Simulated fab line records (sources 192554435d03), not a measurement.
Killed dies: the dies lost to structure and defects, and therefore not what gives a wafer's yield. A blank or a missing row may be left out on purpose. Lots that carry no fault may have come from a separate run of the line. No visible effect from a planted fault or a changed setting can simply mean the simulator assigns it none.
A lot that was struck, set against a sound lot || flow n5_finfet || 19 out of 1938 route steps
Sound: these wafers, L850.3, L850.4, L850.5. Struck: wafers L856.2, L856.4, L856.5. The cause is named last.
Each step with rows lists, per side, the tool, then ch with its chambers, then its first start. Under that, the readings that differ: sound wafers || struck wafers || difference of the means || sigmas: that difference in standard deviations of wafers without a fault.
alike: words and numbers the same on both sides, and readings whose means are apart by under 2 such deviations; not compared: readings that were withheld, readings missing a value for some wafer, numbers with overlapping values and no deviation given by the record, and bounds like >300 which may hide the same value.
Wherever a step has rows on one side only, a row that says differs or no value, or a row with sigmas, the two part there. When numbers do not overlap yet have no deviation, they are printed without sigmas and do not part them. Lack of a reading on every wafer of one side parts them only where that side has two or more wafers.

N5_BEOL_M14_ETCH_59: etches BARC in N2/H2, target depth 89 nm, overetch 26.7 nm, time 67.9 s.
  sound on rie_diel-06 ch 0,3, day 12 10:00; struck on rie_diel-01 ch 1,3, day 14 00:55
{"reading": "rf_vpp_V (V)", "sound": "528.8 524.1 526.5", "struck": "523.2 520.4 521.4", "difference": -4.8, "sigmas": -2}
{"reading": "showerhead_plenum_p_Torr (Torr)", "sound": "2.63 2.57 2.63", "struck": "2.50 2.38 2.38", "difference": -0.19, "sigmas": -3}
  alike: drypump_motor_current_A, oes_product_au, throttle_valve_pct
  not compared: rf_hours_counter_h
N5_BEOL_M14_VIA_ETCH_16: etches SiO2 in C4F8/O2/Ar, target depth 1231.3 nm.
  sound on rie_diel-06 ch 0,3, day 12 10:03; struck on rie_diel-01 ch 1,3, day 14 00:58
{"reading": "showerhead_plenum_p_Torr (Torr)", "sound": "3.58 3.52 3.58", "struck": "3.37 3.29 3.29", "difference": -0.24, "sigmas": -3}
  alike: drypump_motor_current_A, oes_f_703_au, oes_product_au, rf_vpp_V, throttle_valve_pct
N5_BEOL_M14_STRIP_63: strips in O2.
  sound: rie_diel-06 ch 0,3; struck: rie_diel-01 ch 1,3
{"reading": "showerhead_plenum_p_Torr (Torr)", "sound": "2.19 2.13 2.19", "struck": "2.08 1.97 1.97", "difference": -0.16, "sigmas": -3}
  alike: drypump_motor_current_A, oes_product_au, rf_vpp_V, temp_c, throttle_valve_pct
  not compared: rf_hours_counter_h
N5_BEOL_M14_STRIP_64: strips in O2.
  sound: rie_diel-06 ch 0,3; struck: rie_diel-01 ch 1,3
{"reading": "showerhead_plenum_p_Torr (Torr)", "sound": "2.19 2.13 2.19", "struck": "2.07 1.97 1.97", "difference": -0.17, "sigmas": -3}
  alike: drypump_motor_current_A, oes_product_au, rf_vpp_V, temp_c, throttle_valve_pct
  not compared: rf_hours_counter_h
then, 2 steps without rows for these wafers: N5_BEOL_M14_STRIP_71 (strips in post etch residue remover, time 60 s); N5_BEOL_M14_SRD_72 (time 30 s, dry time 30 s).
N5_BEOL_M14_CD_MEAS_17: target cd 250 nm.
  sound on cd_sem-01, day 12 10:24; struck on cd_sem-03, day 14 01:19
  alike: cd_nm
then, 5 steps without rows for these wafers: N5_BEOL_M14_COAT_65 (time 60 s, resist thk 450 nm); N5_BEOL_M14_COAT_66 (time 60 s, resist thk 110 nm); N5_BEOL_M14_COAT_22 (resist thk 300 nm); N5_BEOL_M14_EBR_24; N5_BEOL_M14_SOFTBAKE_23 (time 60 s).
N5_BEOL_M14_EXPOSE_25: exposes mask M14, target cd 280 nm.
  sound on krf_scanner-02 ch 0, day 12 10:34; struck on krf_scanner-02 ch 0, day 14 01:29
{"reading": "model.BEOL_M14.overlay_x_nm (nm)", "sound": "6.8 6.8 6.8", "struck": "26.6 26.6 26.6", "difference": "+19.8", "sigmas": ""}
  alike: mask
then, 3 steps without rows for these wafers: N5_BEOL_M14_PEB_26 (peb time 90 s); N5_BEOL_M14_DEVELOP_27 (develop time 45 s); N5_BEOL_M14_HARDBAKE_32 (time 120 s).
N5_BEOL_M14_CD_MEAS_28: target cd 284.4 nm.
  sound on cd_sem-01 ch 0, day 12 10:43; struck on cd_sem-03 ch 0, day 14 01:39
  alike: cd_nm
N5_BEOL_M14_OVL_MEAS_29:
  sound on overlay-01 ch 0, day 12 10:45; struck on overlay-02 ch 0, day 14 01:41
{"reading": "M14_OVL (nm)", "sound": "5 12 6", "struck": "24 28 27", "difference": "+19", "sigmas": "+3"}
N5_BEOL_M14_INSPECT_30: inspects for defects (macro).
  sound on defect_inspect-02, day 12 10:47; struck on defect_inspect-01, day 14 01:42
  alike: raw_defect_count

WHERE THEY PART
At N5_BEOL_M14_ETCH_59 first; at N5_BEOL_M14_OVL_MEAS_29 last (within this record only). Later steps at which nothing parts them and some readings are alike: N5_BEOL_M14_INSPECT_30.

WHY: what had been put in by the simulator
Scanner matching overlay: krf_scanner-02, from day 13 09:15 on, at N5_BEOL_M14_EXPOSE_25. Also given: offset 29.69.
